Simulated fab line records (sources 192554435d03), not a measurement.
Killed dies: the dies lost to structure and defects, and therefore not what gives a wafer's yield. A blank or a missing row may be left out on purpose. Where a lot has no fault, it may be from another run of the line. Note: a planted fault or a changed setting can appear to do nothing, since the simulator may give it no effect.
fab line records    flow n5_finfet
record lots=6  wafers=18  last_day=17
route steps=1938 shown BEOL_M8@1362 PASSIVATION@1936
lots that met no fault: from a run of the same line without faults
start_h: hours from the record's first day to the start of the lot's first wafer shown    wait_h: hours since the lot's step before    " same as the row above    L1.1+2: several wafers, shown together as one row    - no value present, or no start provided    * or withheld: withheld    < > ~ a bound
route shown NAME@n: a module of which the file shows steps, and the number in the route of the first    usual: average and standard deviation across the fault-free wafers    same: alike in all rows    chamber/n: place in a boat    sites: per-site readings    _std_site: standard deviation of those values    _edge_site: mean of outer sites minus mean of inner sites    radius_mm: for every site, how far away it sits from the centre of the wafer    mask NAME#n: copy n    behind: the most recent tool/chamber to have shaped the wafer    hold: the reason the lot was held/the length of the hold in hours/how it ended    device: the transistor (n, p or np) that didn't switch    end of line: tests of these same wafers at the route's end    for a step that has no rows: nothing shown but its recipe    killed: dies lost to structure and defects at the first sort, not the wafer's yield    map: shows each die of a wafer: x if killed, . if not, _ if none is there
set.NAME: the setting that was run; set.NAME@STEP: the one run at that earlier step    model.NAME: the simulator's own value behind a step, which no gauge read
a table for each step, a row for each wafer; lots at some steps of the route
services: from which hour (start_h, from the record's first day; less than 0 if before it) a tool's chamber was out of use, for how many hours, and why
## steps
# step N5_BEOL_M8_EXPOSE_25
# recipe mask_id=V7  na=0.33  source_shape=annular  sigma_inner=0.4  sigma_outer=0.8  polarization=unpolarized  target_cd_nm=40  dose_mj=42.5
# step N5_BEOL_M8_PEB_26
# recipe peb_temp_c=100  peb_time_s=60  resist=CAR-EUV
# step N5_BEOL_M8_DEVELOP_27
# recipe develop_time_s=30  developer=TMAH  resist=CAR-EUV  rinse_liquid=surfactant_rinse  dry=air_spin  dev_temp_c=23
# step N5_BEOL_M8_CD_MEAS_28
# recipe target_cd_nm=40  landing_energy_ev=500  detector=se_inlens
# usual cd_nm=40.00/0.23
# same landing_energy_ev=500
lot.wafer  tool       chamber  start_h  wait_h  cd_nm
L298.3     cd_sem-03  0        219.28   -       39.86
L298.5     "          0        "        "       40.07
L298.6     "          0        "        "       39.86
L307.1     cd_sem-02  0        268.58   -       40.22
L307.3     "          0        "        "       40.28
L307.6     "          0        "        "       39.55
L309.2     cd_sem-02  0        294.70   -       40.28
L309.5     "          0        "        "       39.51
L309.6     "          0        "        "       40.00
L310.2     cd_sem-02  0        296.98   -       40.39
L310.3     "          0        "        "       40.10
L310.6     "          0        "        "       40.22
L315.2     cd_sem-02  0        321.92   -       39.80
L315.3     "          0        "        "       39.84
L315.5     "          0        "        "       40.14
L319.1     cd_sem-01  0        342.95   -       39.84
L319.2     "          0        "        "       40.26
L319.6     "          0        "        "       40.18
# step N5_BEOL_M8_OVL_MEAS_29
# recipe points_per_wafer=522
# usual V7_OVL=0.2/0.72
# same points_per_wafer=522
lot.wafer  tool        chamber  start_h  wait_h  V7_OVL[nm]
L298.3     overlay-02  0        219.32   0.0     -0.5
L298.5     "           0        "        "       0.5
L298.6     "           0        "        "       0.2
L307.1     overlay-01  0        268.61   0.0     0.3
L307.3     "           0        "        "       -1.1
L307.6     "           0        "        "       -0.4
L309.2     overlay-01  0        294.73   0.0     0.8
L309.5     "           0        "        "       1.1
L309.6     "           0        "        "       0.4
L310.2     overlay-02  0        297.01   0.0     -0.2
L310.3     "           0        "        "       1.1
L310.6     "           0        "        "       -0.1
L315.2     overlay-02  0        321.95   0.0     0.7
L315.3     "           0        "        "       -1.1
L315.5     "           0        "        "       -0.5
L319.1     overlay-01  0        342.98   0.0     -0.3
L319.2     "           0        "        "       0.7
L319.6     "           0        "        "       0.1
# step N5_BEOL_M8_INSPECT_30
# recipe mode=adi  inspect_instrument=brightfield
# usual raw_defect_count=413/93
lot.wafer  tool               chamber  start_h  wait_h  raw_defect_count
L298.3     defect_inspect-02  -        219.37   0.0     440
L298.5     "                  -        "        "       373
L298.6     "                  -        "        "       386
L307.1     defect_inspect-02  -        268.67   0.1     341
L307.3     "                  -        "        "       387
L307.6     "                  -        "        "       401
L309.2     defect_inspect-01  -        294.84   0.1     348
L309.5     "                  -        "        "       452
L309.6     "                  -        "        "       324
L310.2     defect_inspect-02  -        297.07   0.0     451
L310.3     "                  -        "        "       457
L310.6     "                  -        "        "       521
L315.2     defect_inspect-01  -        322.00   0.0     243
L315.3     "                  -        "        "       277
L315.5     "                  -        "        "       310
L319.1     defect_inspect-01  -        343.04   0.1     370
L319.2     "                  -        "        "       373
L319.6     "                  -        "        "       326
# step N5_BEOL_M8_DESCUM_33
# recipe chemistry=O2  time_s=7  source_power_w=50  bias_power_w=20  pressure_mtorr=20  rf_frequency_hz=2.712e+07  temp_c=40  resist=CAR-EUV  o2_flow_sccm=225
# usual drypump_motor_current_A=5.5/0.41  oes_product_au=0.80/0.084  rf_vpp_V=243.4/1.3  showerhead_plenum_p_Torr=2.10/0.06  throttle_valve_pct=20.45/0.25
lot.wafer  tool         chamber  start_h  wait_h  drypump_motor_current_A  oes_product_au  rf_hours_counter_h  rf_vpp_V  showerhead_plenum_p_Torr  throttle_valve_pct
L298.3     rie_diel-02  0        219.40   0.0     5.2                      0.90            38                  242.4     2.04                      20.31
L298.5     "            1        "        "       6.2                      0.74            -                   242.8     2.08                      20.45
L298.6     "            0        "        "       5.2                      0.89            -                   242.3     2.04                      20.31
L307.1     rie_diel-06  0        268.84   0.2     5.8                      0.69            239                 242.3     2.07                      20.41
L307.3     "            3        "        "       4.9                      0.87            41                  243.7     2.03                      20.57
L307.6     "            2        "        "       5.4                      0.87            -                   244.7     2.20                      19.95
L309.2     rie_diel-06  2        294.87   0.0     5.4                      0.85            57                  245.7     2.20                      19.98
L309.5     "            2        "        "       5.4                      0.87            -                   244.5     2.20                      19.96
L309.6     "            3        "        "       4.9                      0.85            -                   242.5     2.03                      20.55
L310.2     rie_diel-06  0        297.10   0.0     5.8                      0.67            249                 243.2     2.06                      20.43
L310.3     "            2        "        "       5.4                      0.86            57                  244.4     2.20                      19.97
L310.6     "            0        "        "       5.8                      0.68            -                   241.9     2.06                      20.42
L315.2     rie_diel-02  2        322.06   0.1     5.7                      0.81            100                 241.6     2.04                      20.64
L315.3     "            1        "        "       6.2                      0.71            179                 243.5     2.07                      20.52
L315.5     "            1        "        "       6.2                      0.71            -                   244.5     2.07                      20.52
L319.1     rie_diel-03  0        343.81   0.8     5.4                      0.91            40                  245.3     2.20                      20.09
L319.2     "            2        "        "       5.5                      0.71            197                 246.1     2.14                      20.49
L319.6     "            0        "        "       5.4                      0.92            -                   246.2     2.20                      20.08
# step N5_BEOL_M8_ETCH_72
# recipe chemistry=N2/H2  target=underlayer  target_depth_a=65  mask_material=CAR-EUV  time_s=5.2  ion_energy_ev=200  pressure_mtorr=30  source_w=840  bias_w=150  n2_flow_sccm=200  h2_flow_sccm=200  ends=cleared
# usual bias_w=150.1/0.42  drypump_motor_current_A=5.5/0.41  etch_rf_on_time_s=5.15/0.12  oes_product_au=0.69/0.07  rf_vpp_V=524.4/2.7  showerhead_plenum_p_Torr=2.56/0.081  throttle_valve_pct=17.91/0.22
lot.wafer  tool         chamber  start_h  wait_h  bias_w  drypump_motor_current_A  etch_rf_on_time_s  oes_product_au  rf_hours_counter_h  rf_vpp_V  showerhead_plenum_p_Torr  throttle_valve_pct
L298.3     rie_diel-02  0        219.44   0.0     150.2   5.2                      5.07               0.78            38                  521.2     2.49                      17.80
L298.5     "            1        "        "       149.5   6.2                      5.05               0.64            -                   523.7     2.56                      18.02
L298.6     "            0        "        "       150.7   5.2                      5.03               0.78            -                   521.9     2.49                      17.82
L307.1     rie_diel-06  0        268.87   0.0     150.3   5.8                      5.33               0.58            239                 521.6     2.51                      17.83
L307.3     "            3        "        "       150.2   4.9                      5.41               0.73            41                  521.1     2.47                      17.89
L307.6     "            2        "        "       150.1   5.4                      5.18               0.75            -                   525.8     2.70                      17.57
L309.2     rie_diel-06  2        294.91   0.0     149.4   5.4                      5.11               0.76            57                  528.9     2.69                      17.58
L309.5     "            2        "        "       150.2   5.4                      5.10               0.74            -                   528.4     2.69                      17.57
L309.6     "            3        "        "       150.2   4.9                      5.44               0.70            -                   522.3     2.46                      17.92
L310.2     rie_diel-06  0        297.14   0.0     150.2   5.8                      5.33               0.58            249                 522.4     2.51                      17.87
L310.3     "            2        "        "       150.4   5.4                      5.12               0.74            57                  530.2     2.69                      17.58
L310.6     "            0        "        "       150.3   5.8                      5.32               0.58            -                   523.4     2.51                      17.88
L315.2     rie_diel-02  2        322.09   0.0     149.6   5.8                      5.15               0.68            100                 522.9     2.45                      17.94
L315.3     "            1        "        "       150.2   6.2                      5.18               0.61            179                 525.8     2.55                      18.07
L315.5     "            1        "        "       150.7   6.2                      5.17               0.61            -                   522.7     2.55                      18.09
L319.1     rie_diel-03  0        343.85   0.0     150.0   5.4                      5.04               0.78            40                  528.5     2.69                      17.56
L319.2     "            2        "        "       149.1   5.5                      5.21               0.61            197                 527.5     2.64                      18.14
L319.6     "            0        "        "       149.4   5.4                      4.99               0.77            -                   529.3     2.69                      17.55
# step N5_BEOL_M8_ETCH_65
# recipe chemistry=CF4  target=SiARC  target_depth_a=156  mask_material=CAR-EUV  time_s=26  ion_energy_ev=80  pressure_mtorr=40  source_w=545  bias_w=36  Ar_flow_sccm=100  cf4_flow_sccm=100  ends=cleared
# usual bias_w=35.99/0.11  drypump_motor_current_A=5.5/0.41  etch_rf_on_time_s=25.8/0.54  oes_product_au=0.69/0.07  rf_vpp_V=184.2/1.1  showerhead_plenum_p_Torr=2.15/0.064  throttle_valve_pct=15.62/0.22
lot.wafer  tool         chamber  start_h  wait_h  bias_w  drypump_motor_current_A  etch_rf_on_time_s  oes_product_au  rf_hours_counter_h  rf_vpp_V  showerhead_plenum_p_Torr  throttle_valve_pct
L298.3     rie_diel-02  0        219.45   0.0     35.74   5.2                      25.2               0.78            38                  183.9     2.10                      15.47
L298.5     "            1        "        "       36.10   6.2                      25.3               0.65            -                   183.4     2.14                      15.73
L298.6     "            0        "        "       35.84   5.2                      25.2               0.78            -                   182.9     2.09                      15.45
L307.1     rie_diel-06  0        268.89   0.0     35.80   5.8                      26.5               0.59            239                 184.6     2.11                      15.62
L307.3     "            3        "        "       35.99   4.9                      26.7               0.73            41                  184.5     2.09                      15.73
L307.6     "            2        "        "       35.92   5.4                      25.8               0.76            -                   185.4     2.26                      15.22
L309.2     rie_diel-06  2        294.92   0.0     36.10   5.4                      25.7               0.75            57                  185.9     2.26                      15.24
L309.5     "            2        "        "       35.89   5.4                      26.0               0.73            -                   185.5     2.26                      15.24
L309.6     "            3        "        "       36.21   4.9                      26.7               0.72            -                   182.2     2.09                      15.74
L310.2     rie_diel-06  0        297.15   0.0     36.17   5.8                      26.7               0.58            249                 184.1     2.10                      15.65
L310.3     "            2        "        "       35.98   5.4                      25.8               0.74            57                  186.5     2.26                      15.25
L310.6     "            0        "        "       36.03   5.8                      26.5               0.58            -                   182.4     2.10                      15.65
L315.2     rie_diel-02  2        322.11   0.0     36.05   5.7                      25.7               0.69            100                 181.2     2.07                      15.64
L315.3     "            1        "        "       35.86   6.2                      25.6               0.62            179                 184.1     2.13                      15.81
L315.5     "            1        "        "       35.89   6.1                      25.4               0.62            -                   183.6     2.13                      15.81
L319.1     rie_diel-03  0        343.86   0.0     35.90   5.4                      25.3               0.78            40                  184.6     2.26                      15.33
L319.2     "            2        "        "       36.11   5.5                      26.6               0.61            197                 184.5     2.21                      15.80
L319.6     "            0        "        "       35.99   5.4                      25.4               0.77            -                   185.6     2.26                      15.34
# step N5_BEOL_M8_ETCH_66
# recipe chemistry=N2/H2  target=SOC  target_depth_a=800  overetch_a=160  mask_material=SiARC  temp_c=40  time_s=120  ion_energy_ev=200  pressure_mtorr=30  source_w=840  bias_w=150  n2_flow_sccm=200  h2_flow_sccm=200
# usual bias_w=149.9/0.47  drypump_motor_current_A=5.5/0.41  oes_product_au=0.62/0.06  rf_vpp_V=524.0/2.3  showerhead_plenum_p_Torr=2.56/0.081  throttle_valve_pct=17.87/0.23
lot.wafer  tool         chamber  start_h  wait_h  bias_w  drypump_motor_current_A  oes_product_au  rf_hours_counter_h  rf_vpp_V  showerhead_plenum_p_Torr  throttle_valve_pct
L298.3     rie_diel-02  0        219.48   0.0     149.7   5.2                      0.69            38                  523.2     2.49                      17.76
L298.5     "            1        "        "       150.5   6.2                      0.57            -                   523.3     2.57                      17.98
L298.6     "            0        "        "       150.2   5.2                      0.69            -                   521.4     2.49                      17.74
L307.1     rie_diel-06  0        268.92   0.0     150.1   5.8                      0.54            239                 522.3     2.51                      17.80
L307.3     "            3        "        "       149.1   4.9                      0.66            41                  522.0     2.47                      17.86
L307.6     "            2        "        "       150.3   5.4                      0.67            -                   528.5     2.70                      17.51
L309.2     rie_diel-06  2        294.95   0.0     150.6   5.4                      0.66            57                  528.5     2.69                      17.55
L309.5     "            2        "        "       150.5   5.4                      0.66            -                   526.1     2.69                      17.54
L309.6     "            3        "        "       150.0   4.9                      0.66            -                   523.6     2.46                      17.87
L310.2     rie_diel-06  0        297.18   0.0     150.4   5.8                      0.53            249                 522.2     2.51                      17.82
L310.3     "            2        "        "       150.3   5.4                      0.67            57                  528.0     2.69                      17.54
L310.6     "            0        "        "       150.2   5.8                      0.53            -                   523.4     2.51                      17.83
L315.2     rie_diel-02  2        322.14   0.0     149.7   5.7                      0.61            100                 522.4     2.45                      17.92
L315.3     "            1        "        "       149.3   6.2                      0.55            179                 522.3     2.55                      18.06
L315.5     "            1        "        "       149.6   6.1                      0.55            -                   523.4     2.55                      18.05
L319.1     rie_diel-03  0        343.89   0.0     150.9   5.4                      0.68            40                  525.9     2.69                      17.49
L319.2     "            2        "        "       150.6   5.5                      0.55            197                 526.8     2.64                      18.13
L319.6     "            0        "        "       149.4   5.4                      0.69            -                   528.0     2.69                      17.49
# step N5_BEOL_M8_STRIP_69
# recipe chemistry=N2/H2  temp_c=40  n2_flow_sccm=200  h2_flow_sccm=200  rf_frequency_hz=6e+07
# step N5_BEOL_M8_STRIP_73
# recipe chemistry=N2/H2  temp_c=40  n2_flow_sccm=200  h2_flow_sccm=200  rf_frequency_hz=6e+07
# step N5_BEOL_M8_VIA_ETCH_34
# recipe chemistry=C4F6/O2  target=SiCOH_lowk  target_depth_a=1255  mask_material=SOC  taper_deg=4  time_s=50.5  ion_energy_ev=250  pressure_mtorr=30  source_w=345  bias_w=185  Ar_flow_sccm=300  C4F6_flow_sccm=10  O2_flow_sccm=10
# usual C4F6_flow_sccm=10.001/0.026  bias_w=185.0/0.55  drypump_motor_current_A=5.5/0.41  oes_product_au=0.81/0.083  rf_vpp_V=665/12  showerhead_plenum_p_Torr=2.86/0.084  throttle_valve_pct=20.94/0.23
lot.wafer  tool         chamber  start_h  wait_h  C4F6_flow_sccm  bias_w  drypump_motor_current_A  oes_product_au  rf_hours_counter_h  rf_vpp_V  showerhead_plenum_p_Torr  throttle_valve_pct
L298.3     rie_diel-02  0        219.58   0.0     10.027          184.4   5.2                      0.91            38                  672       2.80                      20.91
L298.5     "            1        "        "       10.015          184.6   6.1                      0.75            -                   653       2.83                      20.92
L298.6     "            0        "        "       10.025          185.9   5.2                      0.92            -                   673       2.80                      20.91
L307.1     rie_diel-06  0        269.02   0.0     9.964           185.6   5.8                      0.69            239                 669       2.81                      20.86
L307.3     "            3        "        "       10.034          184.3   5.0                      0.86            41                  649       2.76                      20.97
L307.6     "            2        "        "       9.972           185.7   5.4                      0.88            -                   676       3.01                      20.52
L309.2     rie_diel-06  2        295.05   0.0     10.023          191.7   5.4                      0.88            57                  694       3.00                      20.53
L309.5     "            2        "        "       9.977           191.6   5.4                      0.88            -                   695       3.00                      20.54
L309.6     "            3        "        "       10.003          185.0   4.9                      0.85            -                   649       2.76                      21.00
L310.2     rie_diel-06  0        297.28   0.0     9.957           185.5   5.8                      0.67            249                 669       2.80                      20.86
L310.3     "            2        "        "       10.014          191.7   5.4                      0.87            57                  694       3.00                      20.55
L310.6     "            0        "        "       9.989           185.0   5.8                      0.67            -                   669       2.80                      20.85
L315.2     rie_diel-02  2        322.24   0.0     9.976           186.0   5.7                      0.80            100                 665       2.77                      21.08
L315.3     "            1        "        "       9.981           185.1   6.2                      0.72            179                 652       2.82                      20.96
L315.5     "            1        "        "       9.984           185.8   6.1                      0.72            -                   650       2.81                      20.97
L319.1     rie_diel-03  0        343.99   0.0     10.014          184.7   5.4                      0.91            40                  686       3.01                      20.64
L319.2     "            2        "        "       10.034          185.1   5.5                      0.72            197                 692       2.94                      21.10
L319.6     "            0        "        "       9.989           186.1   5.4                      0.92            -                   685       3.01                      20.62
# step N5_BEOL_M8_STRIP_76
# recipe chemistry=C4F6/O2  resist=SiARC  rf_frequency_hz=6e+07
# step N5_PASSIVATION_PROBE_49
# usual defect_limited_yield=91.0/1.4  killed_at_M0_to_M3=35/10  killed_at_M4_up=13/6  killed_at_contacts=13/6.4  killed_at_front_end=42/12  killed_at_other=3.2/2.4  killed_dies=107/17  killed_open=69/13  killed_short=33/7.3  sort_bin_5_function=5.3/0.92  sort_bin_6_memory=3.3/0.66  sort_bin_8_speed=0.00/0.035  sort_n_pass=1073/17
# same gross_dies=1180  killed_at_back_side=0  sort_bin_4_leakage[%]=0
lot.wafer  tool       chamber  start_h  wait_h  defect_limited_yield[%]  killed_at_M0_to_M3  killed_at_M4_up  killed_at_contacts  killed_at_front_end  killed_at_other  killed_dies  killed_open  killed_short  sort_bin_5_function[%]  sort_bin_6_memory[%]  sort_bin_8_speed[%]  sort_n_pass
L298.3     prober-02  -        278.66   0.4     92.4                     38                  7                8                   31                   6                90           49           38            5.0                     2.4                   0                    1090
L298.5     prober-02  -        278.76   0.5     90.3                     59                  11               18                  24                   3                115          79           34            5.3                     4.1                   0                    1065
L298.6     prober-02  -        278.81   0.5     87.2                     54                  11               33                  48                   5                151          98           44            6.2                     5.7                   0                    1029
L310.2     prober-02  -        369.01   0.1     92.5                     28                  12               9                   31                   8                88           45           33            3.9                     3.3                   0                    1092
L310.3     prober-02  -        369.06   0.1     90.6                     41                  7                17                  38                   8                111          67           34            5.4                     3.6                   0                    1069
L310.6     prober-02  -        369.21   0.3     92.3                     37                  11               6                   32                   5                91           59           28            4.2                     3.6                   0                    1089
L309.2     prober-02  -        369.31   0.4     90.8                     22                  31               14                  38                   4                109          70           33            4.7                     3.9                   0                    1071
L309.5     prober-02  -        369.46   0.5     88.6                     37                  27               23                  42                   6                135          91           37            6.4                     4.5                   0                    1045
L309.6     prober-02  -        369.51   0.6     92.2                     31                  17               8                   36                   0                92           63           25            4.8                     2.9                   0                    1088
L319.1     prober-01  -        410.92   0.0     88.0                     51                  19               12                  56                   4                142          98           36            7.4                     4.2                   0                    1038
L319.2     prober-01  -        410.97   0.1     90.4                     35                  11               17                  49                   1                113          77           31            4.5                     4.7                   0                    1067
L319.6     prober-01  -        411.17   0.3     90.9                     37                  14               21                  33                   2                107          73           33            5.3                     3.5                   0                    1073
# killed by level:class
L298.3 BEOL_M0_SAQP:geometric_particle:short=20 MOL_CONTACT_COAG:geometric_particle:open=8 FIN_SAQP:geometric_particle:open=4 DUMMY_GATE:geometric_particle:open=4 ILD0:geometric_particle:short=4 BEOL_M0_SAQP:geometric_particle:open=4 GATE_CUT:geometric_particle:short=4 BEOL_M3:geometric_particle:open=4
L298.5 BEOL_M2:geometric_particle:open=15 MOL_CONTACT_COAG:geometric_particle:open=12 BEOL_M0_SAQP:geometric_particle:open=11 BEOL_M0_SAQP:geometric_particle:short=10 BEOL_M4:geometric_particle:open=8 DUMMY_GATE:geometric_particle:open=7 BEOL_M1:geometric_particle:open=7 BEOL_M2:geometric_particle:short=6
L298.6 MOL_CONTACT_COAG:geometric_particle:open=24 BEOL_M1:geometric_particle:open=11 DUMMY_GATE:geometric_particle:open=10 BEOL_M3:geometric_particle:open=10 MOL_CONTACT_COAG:geometric_particle:short=9 BEOL_M0_SAQP:geometric_particle:open=9 BEOL_M0_SAQP:geometric_particle:short=8 BEOL_M3:geometric_particle:short=8
L310.2 FIN_SAQP:geometric_particle:short=11 FIN_SAQP:geometric_particle:open=6 MOL_CONTACT_COAG:geometric_particle:open=6 BEOL_M3:geometric_particle:open=5 BEOL_M0_SAQP:geometric_particle:short=4 BEOL_M0_SAQP:geometric_particle:open=4 STARTING-WAFER:geometric_particle:open=4 BEOL_M1:geometric_particle:open=4
L310.3 MOL_CONTACT_COAG:geometric_particle:open=14 FIN_SAQP:geometric_particle:open=12 BEOL_M0_SAQP:geometric_particle:short=12 FIN_SAQP:geometric_particle:short=8 BEOL_M1:geometric_particle:open=8 BEOL_M0_SAQP:geometric_particle:open=7 MIM_TOP_ETCH:geometric_particle:open=6 STI_FIN_REVEAL:geometric_particle:open=3
L310.6 FIN_SAQP:geometric_particle:short=11 BEOL_M1:geometric_particle:open=9 FIN_SAQP:geometric_particle:open=8 BEOL_M0_SAQP:geometric_particle:short=8 MOL_CONTACT_COAG:geometric_particle:open=5 BEOL_M0_SAQP:geometric_particle:open=4 BEOL_M2:geometric_particle:open=4 BEOL_M3:geometric_particle:open=4
L309.2 STI_FIN_REVEAL:geometric_particle:open=17 MOL_CONTACT_COAG:geometric_particle:open=12 BEOL_M4:geometric_particle:open=9 BEOL_M3:geometric_particle:short=6 STI_FIN_REVEAL:geometric_particle:short=5 BEOL_M3:geometric_particle:open=5 BEOL_M5:geometric_particle:open=4 BEOL_M6:geometric_particle:open=4
L309.5 STI_FIN_REVEAL:geometric_particle:open=22 MOL_CONTACT_COAG:geometric_particle:open=16 BEOL_M4:geometric_particle:open=12 BEOL_M0_SAQP:geometric_particle:open=10 FIN_SAQP:geometric_particle:short=7 MOL_CONTACT_COAG:geometric_particle:short=7 BEOL_M3:geometric_particle:open=7 BEOL_M4:geometric_particle:short=4
L309.6 STI_FIN_REVEAL:geometric_particle:open=13 BEOL_M4:geometric_particle:open=13 MOL_CONTACT_COAG:geometric_particle:open=7 BEOL_M2:geometric_particle:open=7 DUMMY_GATE:geometric_particle:open=5 BEOL_M0_SAQP:geometric_particle:open=5 BEOL_M1:geometric_particle:open=5 STI_FIN_REVEAL:geometric_particle:short=4
L319.1 BEOL_M1:geometric_particle:open=18 FIN_SAQP:geometric_particle:open=12 STI_FIN_REVEAL:geometric_particle:open=11 MOL_CONTACT_COAG:geometric_particle:open=10 BEOL_M4:geometric_particle:open=10 BEOL_M0_SAQP:geometric_particle:open=7 FIN_SAQP:geometric_particle:short=6 BEOL_M2:geometric_particle:open=6
L319.2 MOL_CONTACT_COAG:geometric_particle:open=13 FIN_SAQP:geometric_particle:open=12 STI_FIN_REVEAL:geometric_particle:open=12 BEOL_M1:geometric_particle:open=10 BEOL_M0_SAQP:geometric_particle:open=9 DUMMY_GATE:geometric_particle:open=5 BEOL_M0_SAQP:geometric_particle:short=5 BEOL_M3:geometric_particle:open=5
L319.6 MOL_CONTACT_COAG:geometric_particle:open=18 BEOL_M1:geometric_particle:open=8 STI_FIN_REVEAL:geometric_particle:open=7 BEOL_M4:geometric_particle:open=7 BEOL_M0_SAQP:geometric_particle:short=7 BEOL_M2:geometric_particle:open=6 FIN_SAQP:geometric_particle:short=5 GATE_CUT:geometric_particle:short=5
## services
tool         chamber  start_h  hours  kind
rie_diel-06  2        210.88   4.2    repair
rie_diel-03  0        221.15   -      clean
rie_diel-03  0        221.15   -      consumable_replace:focus_ring
rie_diel-03  0        221.15   -      consumable_replace:showerhead
rie_diel-03  0        221.15   18.5   scheduled_down
rie_diel-03  0        221.15   18.5   vent_cycle
rie_diel-03  1        239.65   -      clean
rie_diel-03  1        239.65   -      consumable_replace:focus_ring
rie_diel-03  1        239.65   15.2   scheduled_down
rie_diel-03  1        239.65   15.2   vent_cycle
rie_diel-06  -        246.45   15.6   pm
rie_diel-03  1        272.43   3.8    repair
rie_diel-06  0        299.85   -      clean
rie_diel-06  0        299.85   -      consumable_replace:esc
rie_diel-06  0        299.85   -      consumable_replace:focus_ring
rie_diel-06  0        299.85   24.4   scheduled_down
rie_diel-06  0        299.85   24.4   vent_cycle
rie_diel-06  1        325.72   3.3    repair
rie_diel-06  0        334.10   3.4    repair
rie_diel-06  3        336.91   10.0   repair
## key
first_sign step=N5_BEOL_M8_VIA_ETCH_34  reading=bias_w  direction=up  sigmas=12  usual=*  struck=*
effect step=N5_BEOL_M8_VIA_ETCH_34  reading=rf_vpp_V  direction=up  sigmas=2.4  usual=665  struck=695
met_at N5_BEOL_M8_VIA_ETCH_34
struck_wafers L309.2,L309.5,L310.3
onset_between 269.02 295.05
fault kind=process_parameter_drift  tool=rie_diel-06  chamber=2  onset_h=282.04  steps=N5_BEOL_M8_VIA_ETCH_34  channel=bias_w  offset=*  shape=step  end_h=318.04  acts_in=*  stated=*
